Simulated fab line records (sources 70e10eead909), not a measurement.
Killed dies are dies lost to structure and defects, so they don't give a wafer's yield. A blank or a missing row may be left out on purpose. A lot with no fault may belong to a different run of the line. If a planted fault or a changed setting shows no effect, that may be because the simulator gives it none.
A struck lot beside a sound one || flow nandHarc || 13 steps out of a route of 1302
Sound: these wafers, L749.4, L749.5, L749.6. The struck wafers were L746.2, L746.3, L746.6. Last of all comes the cause.
Order at every step that has rows: each side's tool, ch and its chambers, its first start. Under that, the readings that differ: sound wafers || struck wafers || difference of the means || sigmas: that difference in standard deviations of wafers without a fault.
alike: readings whose means differ by less than 2 such deviations, and words and numbers that are the same on both sides. not compared: withheld readings, readings that some wafer has no value for, bounds like >300 that may hide the same value, and numbers for which the record gives no deviation and whose values overlap.
The two part at a step that has a row with sigmas, a row that says differs or no value, or rows on one side only. Numbers that have no deviation but don't overlap get no sigmas and don't part them. A reading that every wafer of one side lacks parts them only if that side has two wafers or more.

NHARC_A_CHANNEL_FILL_D1_STRIP_28: strips in O2, time 20 s.
  sound on rieDiel-11 ch 1,2,3, day 14 21:31; struck on rieDiel-11 ch 1,2,3, day 14 12:45
  alike: drypumpMotorCurrentA, oesProductAu, rfVppV, showerheadPlenumPTorr, throttleValvePct
  not compared: rfHoursCounterH
then, 4 steps without rows for these wafers: NHARC_A_CHANNEL_FILL_D1_PRECLEAN_21 (cleans in dHF, time 30 s); NHARC_A_CHANNEL_FILL_D1_SRD_23; NHARC_A_CHANNEL_FILL_D1_CVD_05 (deposits poly-Si, target thk 5 nm); NHARC_A_CHANNEL_FILL_D1_ANNEAL_22 (time 7200 s).
NHARC_A_CHANNEL_FILL_D1_ALD_25: deposits SiOx, target thk 60 nm, pulse time 10 s, ald cycles 600.
  sound on aldHk-03 ch 0,1,3, day 15 11:47; struck on aldHk-04 ch 1,2, day 15 00:18
{"reading": "heaterPowerW (W)", "sound": "587 521 538", "struck": "473 424 477", "difference": -91, "sigmas": -2}
  alike: precursorPulseHeightRel
NHARC_A_CHANNEL_FILL_D1_ETCHBACK_08: etches the open film in C4F8, target depth 220 nm, time 110 s.
  sound on rieDiel-03 ch 1,2; struck on rieDiel-13 ch 0,1,2
  alike: oesProductAu, rfVppV
  not compared: rfHoursCounterH
NHARC_A_CHANNEL_FILL_D1_STRIP_29: strips in O2, time 20 s.
  sound on rieDiel-03 ch 1,2,3; struck on rieDiel-13 ch 0,3
  alike: drypumpMotorCurrentA, oesProductAu, rfVppV, showerheadPlenumPTorr, throttleValvePct
  not compared: rfHoursCounterH
then, 3 steps without rows for these wafers: NHARC_A_CHANNEL_FILL_D1_PRECLEAN_30 (cleans in dHF, time 30 s); NHARC_A_CHANNEL_FILL_D1_SRD_31; NHARC_A_CHANNEL_FILL_D1_CVD_09 (deposits poly-Si, target thk 150 nm, time 3000 s).
NHARC_A_CHANNEL_FILL_D1_CMP_10: polishes, target thk 150 nm.
  sound on cmp-02 ch 0,1,2, day 15 21:16; struck on cmp-03 ch 1,2,3, day 15 11:41
  no value came back on the struck wafers for edgeZonePressureFrac, motorCurrentA (A), slurryFlowMlMin, timeToEndpointS (s); on the sound wafers edgeZonePressureFrac reads 1.011 0.998 0.992
-- jump in the record: it breaks off in module A_CHANNEL_FILL_D1 and resumes in module END (first step shown: number 1302 of the route), and 13 days separate the struck wafers' starts before and after --
NHARC_END_SORT_01:
  only the struck wafers appear in the record here, on prober-02 ch 0 at day 28 19:19; the sound ones have no rows

== WHERE THEY PART ==
Earliest at NHARC_A_CHANNEL_FILL_D1_ALD_25; latest, in this record, at NHARC_END_SORT_01.

WHY: what had been put in by the simulator
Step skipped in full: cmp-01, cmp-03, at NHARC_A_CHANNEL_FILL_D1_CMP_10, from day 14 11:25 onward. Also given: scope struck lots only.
